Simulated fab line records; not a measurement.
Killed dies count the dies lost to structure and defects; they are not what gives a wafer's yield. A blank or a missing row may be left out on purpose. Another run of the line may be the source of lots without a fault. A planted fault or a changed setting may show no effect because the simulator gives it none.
Chamber matching -- flow nand_harc -- 4 sister chambers for NHARC_A_STAIRCASE_ALD_415 on ald_hk-01
The step deposits SiO2, target thk 30 nm, pulse time 6 s, ald cycles 300. 4 wafers are shown with their chamber, then 8 later ones without.

WAFERS, EACH WITH ITS CHAMBER
wafer,chamber,heater_power_w (W)
L076.6,3,404
L093.6,0,449
L091.4,2,451
L096.3,1,509

WAFERS WITHOUT THEIR CHAMBER
wafer,heater_power_w (W)
L096.4,435
L096.5,505
L097.3,439
L097.4,456
L097.6,444
L097.1,395
L097.2,510
L097.5,397

THE CHAMBER EACH PASSED THROUGH
wafer,from the rows above,in truth
L096.4,can't be placed: 0 or 2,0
L096.5,1,1
L097.3,can't be placed: 0 or 2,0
L097.4,can't be placed: 2 or 0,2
L097.6,can't be placed: 0 or 2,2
L097.1,3,3
L097.2,1,1
L097.5,3,3
4 of 8 placed correctly. Can't be placed from these rows: 4 (the true chamber is among the candidates in 4). Placed wrongly: 0.
How it was worked out, from the rows above alone: a wafer's distance from a chamber is the root of the sum, over the readings, of the square of ((its reading less the chamber's mean) divided by the reading's scatter). If the next closest chamber is less than 2 further off than the closest, the wafer can't be placed; otherwise it belongs to the closest. Each chamber's mean is taken over the wafers shown for it. The scatter: with one shown wafer a chamber, the root of the mean of the squares of how far each hidden wafer lies from its nearest shown one.
